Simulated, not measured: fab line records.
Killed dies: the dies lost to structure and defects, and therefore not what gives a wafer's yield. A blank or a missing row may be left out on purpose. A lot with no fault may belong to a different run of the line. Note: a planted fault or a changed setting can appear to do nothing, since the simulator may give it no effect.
Which of the tools did it?	flow nand_harc	45 wafers from 15 lots sampled at 4 of the route's 1159 steps

== WHAT THE GAUGES READ, wafer by wafer ==
The record holds no reading of a measuring or inspecting step that can be judged against a usual standard deviation.

== EACH LOT AND THE TOOL THAT RAN IT (in order: tool; ch and the chambers of the sampled wafers; start) ==
lot	NHARC_A_M1_ETCH_15	NHARC_A_M1_PVD_21	NHARC_A_M1_PRE_CLEAN_32	NHARC_A_BONDPAD_DEP_00
L696	rie_diel-03 ch 0,1,2, day 18 13:53 or earlier	pvd_sputter-03, day 18 13:53	pecvd-01 ch 0,1,2, day 18 15:17	pecvd-02 ch 0,2, day 18 15:55
L697	rie_diel-05 ch 0,1,2, day 18 14:20 or earlier	pvd_sputter-01, day 18 14:20	pecvd-03 ch 0,1, day 18 15:45	pecvd-04 ch 0,2, day 18 16:23
L700	rie_diel-11 ch 0,1,3, day 18 19:56 or earlier	pvd_sputter-01, day 18 19:56	pecvd-03 ch 0,1,2, day 18 21:20	pecvd-02 ch 0,1,2, day 18 22:01
L701	rie_diel-11 ch 0,1,3, day 19 09:24 or earlier	pvd_sputter-02, day 19 09:24	pecvd-01 ch 1,2, day 19 10:49	pecvd-04 ch 0,2, day 19 11:26
L704	rie_diel-03 ch 0,1,3, day 19 15:08 or earlier	pvd_sputter-02, day 19 15:08	pecvd-04 ch 0,2, day 19 17:20	pecvd-04 ch 0,1,2, no start
L702	rie_diel-11 ch 1,3, day 19 15:25 or earlier	pvd_sputter-03, day 19 15:25	pecvd-01 ch 0,1, day 19 17:42	pecvd-04 ch 0,2, day 19 18:29
L706	rie_diel-03 ch 0,1,2, day 20 02:35 or earlier	pvd_sputter-01, day 20 02:35	pecvd-01 ch 0,1, day 20 03:59	pecvd-02 ch 0,1,2, day 20 04:49
L705	rie_diel-03 ch 0,1, day 20 05:16 or earlier	pvd_sputter-01, day 20 05:16	pecvd-04 ch 1,2, day 20 06:40	pecvd-02 ch 1,2, day 20 07:17
L708	rie_diel-11 ch 1,2,3, day 20 17:31 or earlier	pvd_sputter-03, day 20 17:31	pecvd-01 ch 0,1,2, day 20 18:55	pecvd-02 ch 0,2, day 20 19:34
L710	rie_diel-11 ch 1,2,3, day 20 23:51 or earlier	pvd_sputter-01, day 20 23:51	pecvd-04 ch 0,1,2, day 21 01:20	pecvd-04 ch 0,1,2, no start
L709	rie_diel-11 ch 1,2,3, day 21 09:34 or earlier	pvd_sputter-01, day 21 09:34	pecvd-03 ch 0,1, day 21 10:58	-
L711	rie_diel-11 ch 0,1,3, day 21 18:09 or earlier	pvd_sputter-01, day 21 18:09	pecvd-04 ch 0,1,2, day 21 19:49	-
L716	rie_diel-03 ch 0,1,3, day 21 23:20 or earlier	pvd_sputter-02, day 21 23:20	pecvd-01 ch 0,1,2, day 22 00:58	-
L718	rie_diel-11 ch 1,2,3, day 22 23:01 or earlier	pvd_sputter-02, day 22 23:01	pecvd-04 ch 0,1,2, day 23 00:26	pecvd-02 ch 0,1,2, day 23 01:04
L719	rie_diel-11 ch 1,2,3, day 24 09:40 or earlier	pvd_sputter-02, day 24 09:40	pecvd-01 ch 0,1, day 24 11:04	pecvd-02 ch 0,2, day 24 12:04
- NHARC_A_M1_ETCH_15: etches the open film in C4F8/Ar, target depth 182.5 nm, time 91.2 s.
- NHARC_A_M1_PVD_21: deposits Cu, target thk 30 nm, time 20.49 s.
- NHARC_A_M1_PRE_CLEAN_32: time 12 s.
- NHARC_A_BONDPAD_DEP_00: deposits SiCN, target thk 250 nm.

== AS READ BY THE TOOLS THEMSELVES (means over the sampled wafers that have a number; for cases with no such wafer, the mark the record gives instead) ==
NHARC_A_M1_ETCH_15.
lot	tool	oes_product_au (a.u.)	rf_vpp_V (V)
L696	rie_diel-03	0.983	439.9
L697	rie_diel-05	0.964	442.2
L700	rie_diel-11	0.931	440.2
L701	rie_diel-11	0.956	440.6
L704	rie_diel-03	0.967	438.7
L702	rie_diel-11	0.969	443.3
L706	rie_diel-03	0.966	441.1
L705	rie_diel-03	0.926	439.4
L708	rie_diel-11	0.919	441.7
L710	rie_diel-11	0.954	441.7
L709	rie_diel-11	0.922	441.8
L711	rie_diel-11	0.968	440.4
L716	rie_diel-03	0.918	438.5
L718	rie_diel-11	0.907	441.8
L719	rie_diel-11	0.965	441.5

NHARC_A_M1_PVD_21.
lot	tool	cathode_dc_power_W (W)	chamber_pressure_pa (Pa)	throttle_valve_pct (%)
L696	pvd_sputter-03	5000.2	5.006	28.9
L697	pvd_sputter-01	5000.7	4.999	30.4
L700	pvd_sputter-01	5000.3	4.985	30.5
L701	pvd_sputter-02	5000.2	5.006	29.3
L704	pvd_sputter-02	5000.3	5.005	29.5
L702	pvd_sputter-03	4999.9	5.000	29.3
L706	pvd_sputter-01	5000.0	4.997	31.3
L705	pvd_sputter-01	4998.9	5.009	29.7
L708	pvd_sputter-03	4999.6	5.002	29.8
L710	pvd_sputter-01	4999.9	5.002	31.3
L709	pvd_sputter-01	-	-	-
L711	pvd_sputter-01	-	-	-
L716	pvd_sputter-02	-	-	-
L718	pvd_sputter-02	4999.5	4.989	29.2
L719	pvd_sputter-02	5000.3	5.002	29.4

NHARC_A_M1_PRE_CLEAN_32.
lot	tool	heater_power_w (W)
L696	pecvd-01	560
L697	pecvd-03	644
L700	pecvd-03	542
L701	pecvd-01	592
L704	pecvd-04	637
L702	pecvd-01	578
L706	pecvd-01	546
L705	pecvd-04	776
L708	pecvd-01	554
L710	pecvd-04	695
L709	pecvd-03	539
L711	pecvd-04	651
L716	pecvd-01	553
L718	pecvd-04	704
L719	pecvd-01	570

NHARC_A_BONDPAD_DEP_00.
lot	tool	heater_power_w (W)	showerhead_vpp_V (V)
L696	pecvd-02	549	1212
L697	pecvd-04	697	1287
L700	pecvd-02	519	1238
L701	pecvd-04	610	1271
L704	pecvd-04	617	1268
L702	pecvd-04	651	1298
L706	pecvd-02	512	1266
L705	pecvd-02	549	1249
L708	pecvd-02	518	1215
L710	pecvd-04	574	1278
L718	pecvd-02	577	1260
L719	pecvd-02	575	1208

== THE ANSWER, worked out from the rows above alone ==
Rule: the usual values come from the lots themselves. The widest of any qualifying gaps counts: lots, ordered by their means at a reading, are off when they make up no more than a third of the lots, leave a main group of 4 or more, and stand apart from it by 3 or more times the standard deviation of that group's means. The tables above print the reading to a certain number of digits; a main group whose means all agree to those digits is not used. A lot without any number at a reading at which 4 lots or more have one is off too. Where the step has rows for the other lots, those lots are counted as sound. First the gauges in route order, then the tools' own readings, where a lot's mean is used as printed above. The first step at which some lot is off is used, and at that step the reading that is off furthest; a lot without a number counts as furthest.
Off: L709, L711, L716, at NHARC_A_M1_PVD_21 (cathode_dc_power_W). Without a number there: L709, L711, L716. The main group: mean 5000.0 W, standard deviation 0.45.
If a tool, at that step or one of the process steps before it, ran each lot that is off and ran no sound lot following the first of them, it fits. NHARC_A_M1_ETCH_15: start missing for some lots; hours and lot order therefore follow NHARC_A_M1_PVD_21. No candidate that was tried fits.

== WHAT THE SIMULATOR HAD PUT IN ==
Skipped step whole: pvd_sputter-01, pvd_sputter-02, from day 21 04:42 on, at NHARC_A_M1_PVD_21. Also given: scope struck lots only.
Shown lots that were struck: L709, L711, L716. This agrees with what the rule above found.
